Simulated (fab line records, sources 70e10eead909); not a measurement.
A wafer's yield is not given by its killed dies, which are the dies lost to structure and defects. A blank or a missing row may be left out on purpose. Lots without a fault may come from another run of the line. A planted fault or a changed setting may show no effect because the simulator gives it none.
What tool caused it? :: flow nand harc :: 14 lots, 40 wafers sampled, at 4 steps of a route of 1302

== WHAT THE GAUGES READ, wafer by wafer ==
NHARC_A_ONON_D1_THK_MEAS_05: measures by ellipsometry. Usual: thk nm 1000 nm, standard deviation 9.4.
lot: L508
measured: day 8 09:23
on: film metro-01
thk nm (nm): 978 980 978
flag: 

lot: L511
measured: day 9 01:37
on: film metro-01
thk nm (nm): 1010 1011 1012
flag: 

lot: L512
measured: day 9 15:32
on: film metro-02
thk nm (nm): 990 993 993
flag: 

lot: L513
measured: day 10 06:28
on: film metro-01
thk nm (nm): 1018 1017 1017
flag: 

lot: L515
measured: day 10 13:36
on: film metro-02
thk nm (nm): 339 338
flag: OFF

lot: L516
measured: day 11 02:17
on: film metro-01
thk nm (nm): 338 1004 341 339 1004 340
flag: OFF

lot: L522
measured: day 13 18:53
on: film metro-02
thk nm (nm): 989 992 990
flag: 

lot: L524
measured: day 14 17:33
on: film metro-01
thk nm (nm): 996 996 995
flag: 

lot: L525
measured: day 15 01:25
on: film metro-02
thk nm (nm): 1020 1019 1019
flag: 

lot: L526
measured: day 15 07:31
on: film metro-01
thk nm (nm): 1003 1004 1003
flag: 

lot: L527
measured: day 15 18:41
on: film metro-01
thk nm (nm): 1004 1002 1002
flag: 

lot: L528
measured: day 15 23:56
on: film metro-01
thk nm (nm): 1000 1000 997
flag: 

lot: L529
measured: day 16 12:50
on: film metro-01
thk nm (nm): 1000 1001 1001
flag: 

lot: L530
measured: day 17 05:43
on: film metro-01
thk nm (nm): 985 988 987
flag: 

== TOOL THAT RAN EACH LOT (tool first, then ch and the chambers of the sampled wafers, then the start) ==
lot: L508
NHARC_P_BONDPAD_ETCH_12: rie diel-13 ch 0,2,3, day 7 12:52 or earlier
NHARC_A_ZERO_WELL_RTA_16: rtp anneal-02 ch 0, day 7 12:52
NHARC_A_ONON_D1_DEP_03: pecvd onon-03 ch 0, day 8 08:53

lot: L511
NHARC_P_BONDPAD_ETCH_12: rie diel-07 ch 0,1,3, day 8 04:56 or earlier
NHARC_A_ZERO_WELL_RTA_16: rtp anneal-01 ch 0, day 8 04:56
NHARC_A_ONON_D1_DEP_03: pecvd onon-01 ch 0, day 9 01:06

lot: L512
NHARC_P_BONDPAD_ETCH_12: rie diel-07 ch 0,2,3, day 8 17:46 or earlier
NHARC_A_ZERO_WELL_RTA_16: rtp anneal-02 ch 0, day 8 17:46
NHARC_A_ONON_D1_DEP_03: pecvd onon-02 ch 0, day 9 15:05

lot: L513
NHARC_P_BONDPAD_ETCH_12: rie diel-13 ch 0,2,3, day 9 07:53 or earlier
NHARC_A_ZERO_WELL_RTA_16: rtp anneal-01 ch 0, day 9 07:53
NHARC_A_ONON_D1_DEP_03: pecvd onon-03 ch 0, day 10 06:04

lot: L515
NHARC_P_BONDPAD_ETCH_12: rie diel-07 ch 2, day 9 15:38 or earlier
NHARC_A_ZERO_WELL_RTA_16: rtp anneal-01 ch 0, day 9 15:38
NHARC_A_ONON_D1_DEP_03: pecvd onon-01 ch 0, day 10 13:19

lot: L516
NHARC_P_BONDPAD_ETCH_12: rie diel-13 ch 2,3, day 10 05:21 or earlier
NHARC_A_ZERO_WELL_RTA_16: rtp anneal-02 ch 0, day 10 05:21
NHARC_A_ONON_D1_DEP_03: pecvd onon-01 ch 0, day 11 01:50

lot: L522
NHARC_P_BONDPAD_ETCH_12: rie diel-07 ch 0,1,3, day 12 21:29 or earlier
NHARC_A_ZERO_WELL_RTA_16: rtp anneal-01 ch 0, day 12 21:29
NHARC_A_ONON_D1_DEP_03: pecvd onon-03 ch 0, day 13 18:22

lot: L524
NHARC_P_BONDPAD_ETCH_12: rie diel-09 ch 2,3, day 13 19:31 or earlier
NHARC_A_ZERO_WELL_RTA_16: rtp anneal-02 ch 0, day 13 19:31
NHARC_A_ONON_D1_DEP_03: pecvd onon-02 ch 0, day 14 17:06

lot: L525
NHARC_P_BONDPAD_ETCH_12: rie diel-07 ch 0,3, day 14 04:15 or earlier
NHARC_A_ZERO_WELL_RTA_16: rtp anneal-01 ch 0, day 14 04:15
NHARC_A_ONON_D1_DEP_03: pecvd onon-01 ch 0, day 15 01:02

lot: L526
NHARC_P_BONDPAD_ETCH_12: rie diel-07 ch 0,2, day 14 09:24 or earlier
NHARC_A_ZERO_WELL_RTA_16: rtp anneal-01 ch 0, day 14 09:24
NHARC_A_ONON_D1_DEP_03: pecvd onon-03 ch 0, day 15 07:04

lot: L527
NHARC_P_BONDPAD_ETCH_12: rie diel-13 ch 2,3, day 14 18:02 or earlier
NHARC_A_ZERO_WELL_RTA_16: rtp anneal-02 ch 0, day 14 18:02
NHARC_A_ONON_D1_DEP_03: pecvd onon-03 ch 0, day 15 18:14

lot: L528
NHARC_P_BONDPAD_ETCH_12: rie diel-07 ch 0,1,3, day 15 00:04 or earlier
NHARC_A_ZERO_WELL_RTA_16: rtp anneal-02 ch 0, day 15 00:04
NHARC_A_ONON_D1_DEP_03: pecvd onon-01 ch 0, day 15 23:33

lot: L529
NHARC_P_BONDPAD_ETCH_12: rie diel-07 ch 0,1,3, day 15 11:21 or earlier
NHARC_A_ZERO_WELL_RTA_16: rtp anneal-01 ch 0, day 15 11:21
NHARC_A_ONON_D1_DEP_03: pecvd onon-03 ch 0, day 16 12:20

lot: L530
NHARC_P_BONDPAD_ETCH_12: rie diel-07 ch 0,2, day 16 01:21 or earlier
NHARC_A_ZERO_WELL_RTA_16: rtp anneal-02 ch 0, day 16 01:21
NHARC_A_ONON_D1_DEP_03: pecvd onon-03 ch 0, day 17 05:12
- NHARC_P_BONDPAD_ETCH_12: etches the open film in CHF3/O2, target depth 200 nm, time 100 s.
- NHARC_A_ZERO_WELL_RTA_16: time 10 s.
- NHARC_A_ONON_D1_DEP_03: target thk 1000 nm.

== AS READ BY THE TOOLS THEMSELVES (means over the sampled wafers that have a number; for cases with no such wafer, the mark the record gives instead) ==
NHARC_P_BONDPAD_ETCH_12. Usual: drypump motor current A 5.6 A, standard deviation 0.66; oes product au 0.946 a.u., standard deviation 0.021; rf vpp V 371.6 V, standard deviation 1.8; showerhead plenum p Torr 2.45 Torr, standard deviation 0.077; throttle valve pct 20.573 %, standard deviation 0.0091.
lot: L508
tool: rie diel-13
drypump motor current A (A): 5.6
oes product au (a.u.): 0.925
rf vpp V (V): 369.4
showerhead plenum p Torr (Torr): 2.38
throttle valve pct (%): 20.571
flag: 

lot: L511
tool: rie diel-07
drypump motor current A (A): 6.2
oes product au (a.u.): 0.962
rf vpp V (V): 373.0
showerhead plenum p Torr (Torr): 2.49
throttle valve pct (%): 20.576
flag: 

lot: L512
tool: rie diel-07
drypump motor current A (A): 5.6
oes product au (a.u.): 0.916
rf vpp V (V): 371.7
showerhead plenum p Torr (Torr): 2.47
throttle valve pct (%): 20.557
flag: 

lot: L513
tool: rie diel-13
drypump motor current A (A): 5.6
oes product au (a.u.): 0.970
rf vpp V (V): 369.9
showerhead plenum p Torr (Torr): 2.38
throttle valve pct (%): 20.574
flag: 

lot: L515
tool: rie diel-07
drypump motor current A (A): 4.6
oes product au (a.u.): 0.941
rf vpp V (V): 373.5
showerhead plenum p Torr (Torr): 2.51
throttle valve pct (%): 20.566
flag: 

lot: L516
tool: rie diel-13
drypump motor current A (A): 5.2
oes product au (a.u.): 0.968
rf vpp V (V): 370.4
showerhead plenum p Torr (Torr): 2.35
throttle valve pct (%): 20.570
flag: 

lot: L522
tool: rie diel-07
drypump motor current A (A): 6.2
oes product au (a.u.): 0.958
rf vpp V (V): 372.4
showerhead plenum p Torr (Torr): 2.49
throttle valve pct (%): 20.566
flag: 

lot: L524
tool: rie diel-09
drypump motor current A (A): 5.5
oes product au (a.u.): 0.917
rf vpp V (V): 372.6
showerhead plenum p Torr (Torr): 2.51
throttle valve pct (%): 20.571
flag: 

lot: L525
tool: rie diel-07
drypump motor current A (A): 6.0
oes product au (a.u.): 0.957
rf vpp V (V): 371.4
showerhead plenum p Torr (Torr): 2.45
throttle valve pct (%): 20.575
flag: 

lot: L526
tool: rie diel-07
drypump motor current A (A): 5.4
oes product au (a.u.): 0.962
rf vpp V (V): 372.2
showerhead plenum p Torr (Torr): 2.47
throttle valve pct (%): 20.574
flag: 

lot: L527
tool: rie diel-13
drypump motor current A (A): 5.2
oes product au (a.u.): 0.932
rf vpp V (V): 369.0
showerhead plenum p Torr (Torr): 2.35
throttle valve pct (%): 20.572
flag: 

lot: L528
tool: rie diel-07
drypump motor current A (A): 6.2
oes product au (a.u.): 0.966
rf vpp V (V): 372.3
showerhead plenum p Torr (Torr): 2.48
throttle valve pct (%): 20.573
flag: 

lot: L529
tool: rie diel-07
drypump motor current A (A): 6.2
oes product au (a.u.): 0.969
rf vpp V (V): 372.1
showerhead plenum p Torr (Torr): 2.48
throttle valve pct (%): 20.576
flag: 

lot: L530
tool: rie diel-07
drypump motor current A (A): 5.4
oes product au (a.u.): 0.960
rf vpp V (V): 371.7
showerhead plenum p Torr (Torr): 2.47
throttle valve pct (%): 20.577
flag: 

NHARC_A_ZERO_WELL_RTA_16. Usual: lamp power pct 29.89 %, standard deviation 0.084; lamp_zone_6_pct 29.83 %, standard deviation 0.081; wafer_temp_C_max 1006.0, standard deviation 1.1.
lot: L508
tool: rtp anneal-02
lamp power pct (%): 29.82
lamp_zone_6_pct (%): 29.76
wafer_temp_C_max: 1005.8
flag: 

lot: L511
tool: rtp anneal-01
lamp power pct (%): 29.99
lamp_zone_6_pct (%): 29.95
wafer_temp_C_max: 1006.2
flag: 

lot: L512
tool: rtp anneal-02
lamp power pct (%): 29.78
lamp_zone_6_pct (%): 29.77
wafer_temp_C_max: 1005.4
flag: 

lot: L513
tool: rtp anneal-01
lamp power pct (%): 29.97
lamp_zone_6_pct (%): 29.91
wafer_temp_C_max: 1006.2
flag: 

lot: L515
tool: rtp anneal-01
lamp power pct (%): 30.01
lamp_zone_6_pct (%): 29.93
wafer_temp_C_max: 1009.1
flag: 

lot: L516
tool: rtp anneal-02
lamp power pct (%): 29.78
lamp_zone_6_pct (%): 29.73
wafer_temp_C_max: 1007.0
flag: 

lot: L522
tool: rtp anneal-01
lamp power pct (%): 29.97
lamp_zone_6_pct (%): 29.90
wafer_temp_C_max: 1006.4
flag: 

lot: L524
tool: rtp anneal-02
lamp power pct (%): 29.82
lamp_zone_6_pct (%): 29.78
wafer_temp_C_max: 1005.2
flag: 

lot: L525
tool: rtp anneal-01
lamp power pct (%): 29.98
lamp_zone_6_pct (%): 29.89
wafer_temp_C_max: 1005.4
flag: 

lot: L526
tool: rtp anneal-01
lamp power pct (%): 29.95
lamp_zone_6_pct (%): 29.89
wafer_temp_C_max: 1006.5
flag: 

lot: L527
tool: rtp anneal-02
lamp power pct (%): 29.81
lamp_zone_6_pct (%): 29.74
wafer_temp_C_max: 1007.6
flag: 

lot: L528
tool: rtp anneal-02
lamp power pct (%): 29.81
lamp_zone_6_pct (%): 29.71
wafer_temp_C_max: 1005.3
flag: 

lot: L529
tool: rtp anneal-01
lamp power pct (%): 29.93
lamp_zone_6_pct (%): 29.86
wafer_temp_C_max: 1006.0
flag: 

lot: L530
tool: rtp anneal-02
lamp power pct (%): 29.85
lamp_zone_6_pct (%): 29.78
wafer_temp_C_max: 1006.1
flag: 

== THE ANSWER, worked out from the rows above alone ==
Rule: a lot counts as off when the mean over its wafers that have a number is more than 3 standard deviations away from the usual mean. Also off: a lot with no number at a reading for which 4 or more lots have one. The other lots that the step has rows for count as sound. The gauges are gone through in route order, then the tools' own readings, and for those a lot's mean is taken as printed above. At the first step where some lot is off, the reading lying furthest off is the one used; lots without a number count as furthest.
Off, at NHARC_A_ONON_D1_THK_MEAS_05 on thk nm: L515, L516.
If a tool, at a process step before that reading, ran all the lots that are off and no sound lot after the first of them, it fits. Gauges at NHARC_A_ONON_D1_THK_MEAS_05: tried the same way as those tools. NHARC_P_BONDPAD_ETCH_12: start missing for some lots; hours and lot order therefore follow NHARC_A_ZERO_WELL_RTA_16. Of those tried, none fits.

== WHAT THE SIMULATOR HAD PUT IN ==
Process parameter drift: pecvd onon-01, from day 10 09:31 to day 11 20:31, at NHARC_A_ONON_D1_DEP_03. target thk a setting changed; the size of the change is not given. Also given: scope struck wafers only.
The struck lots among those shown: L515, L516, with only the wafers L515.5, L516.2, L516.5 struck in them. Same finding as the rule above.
